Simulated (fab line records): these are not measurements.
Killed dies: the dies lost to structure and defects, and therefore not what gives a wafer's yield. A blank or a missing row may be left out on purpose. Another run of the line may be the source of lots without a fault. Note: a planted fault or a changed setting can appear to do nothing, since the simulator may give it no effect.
What tool caused it?	flow n5 finfet	12 lots, 36 wafers sampled, at 4 steps of a route of 1938

== WHAT EACH GAUGE READ, for each wafer ==
N5_BEOL_M9_CD_MEAS_28: the cd target is 70 nm.
lot	measured	on	cd nm (nm)
L078	day 11 23:26	cd sem-01	70.11 70.44 69.72
L077	day 12 08:49	cd sem-02	70.08 70.03 69.94
L080	day 12 13:14	cd sem-02	70.09 70.26 70.18
L081	day 13 06:59	cd sem-03	70.04 69.24 69.85
L083	day 13 10:42	cd sem-03	70.75 70.43 70.13
L085	day 14 22:10	cd sem-01	70.35 70.25 70.55
L087	day 15 00:11	cd sem-01	70.09 70.10 69.80
L089	day 15 12:47	cd sem-02	70.32 70.58 69.86
L094	day 15 23:38	cd sem-03	69.58 69.88 69.88
L092	day 16 09:06	cd sem-02	70.04 70.40 70.08
L096	day 17 10:58	cd sem-03	70.23 69.84 70.03
L097	day 18 14:49	cd sem-01	70.40 70.02 70.30

== TOOL THAT RAN EACH LOT (tool first, then ch and the chambers of the sampled wafers, then the start) ==
lot	N5_BEOL_M8_TRENCH_ETCH_37	N5_BEOL_M8_DEP_56	N5_BEOL_M9_HM_DEP_02
L078	rie diel-02 ch 1,2,3, day 11 20:29 or earlier	pecvd-03 ch 0,1, day 11 20:29	pvd sputter-01, day 11 21:32
L077	rie diel-06 ch 1,2, day 12 05:37 or earlier	pecvd-02 ch 0,2, day 12 05:37	pvd sputter-02, day 12 06:44
L080	rie diel-06 ch 0,2, day 12 08:04 or earlier	pecvd-01 ch 0,2, day 12 08:04	pvd sputter-01, day 12 10:28
L081	rie diel-03 ch 0,1,3, day 13 04:31 or earlier	pecvd-02 ch 0,1, day 13 04:31	pvd sputter-03, day 13 05:38
L083	rie diel-03 ch 2,3, day 13 06:58 or earlier	pecvd-01 ch 0,1, day 13 06:58	pvd sputter-02, day 13 08:28
L085	rie diel-06 ch 0,1,2, day 14 15:08 or earlier	pecvd-03 ch 0,2, day 14 15:08	pvd sputter-03, day 14 16:26
L087	rie diel-06 ch 0,1,2, day 14 22:01 or earlier	pecvd-03 ch 0,1,2, day 14 22:01	pvd sputter-01, day 14 22:50
L089	rie diel-02 ch 0,1,2, day 15 08:31 or earlier	pecvd-01 ch 0,1,2, day 15 08:31	pvd sputter-01, day 15 10:32
L094	rie diel-02 ch 1,3, day 15 20:34 or earlier	pecvd-02 ch 1, day 15 20:34	pvd sputter-02, day 15 21:51
L092	rie diel-03 ch 1,2,3, day 16 04:04 or earlier	pecvd-01 ch 0,1,2, day 16 04:04	pvd sputter-01, day 16 06:10
L096	rie diel-06 ch 1,3, day 17 06:44 or earlier	pecvd-03 ch 1,2, day 17 06:44	pvd sputter-01, day 17 09:38
L097	rie diel-06 ch 2,3, day 18 10:34 or earlier	pecvd-03 ch 0,2, day 18 10:34	pvd sputter-01, day 18 12:06
- N5_BEOL_M8_TRENCH_ETCH_37: etches SiCOH lowk in C4F6/O2, target depth 93.478 nm, time 31.2 s.
- N5_BEOL_M8_DEP_56: deposits SiCN from 3MS/NH3, target thk 10 nm, time 17.5 s.
- N5_BEOL_M9_HM_DEP_02: deposits TiN, target thk 20 nm.

== THE ANSWER, worked out from the rows above alone ==
Rule: the usual values come from the lots themselves. The widest of any qualifying gaps counts: lots, ordered by their means at a reading, are off when they make up no more than a third of the lots, leave a main group of 4 or more, and stand apart from it by 3 or more times the standard deviation of that group's means. If all means in a main group match to the digits the tables above print for the reading, that group is not used. A lot without any number at a reading at which 4 lots or more have one is off too. The other lots that the step has rows for count as sound.
Across all readings shown, no lot is off: no conclusion can be drawn from this.

== WHAT THE SIMULATOR PUT IN ==
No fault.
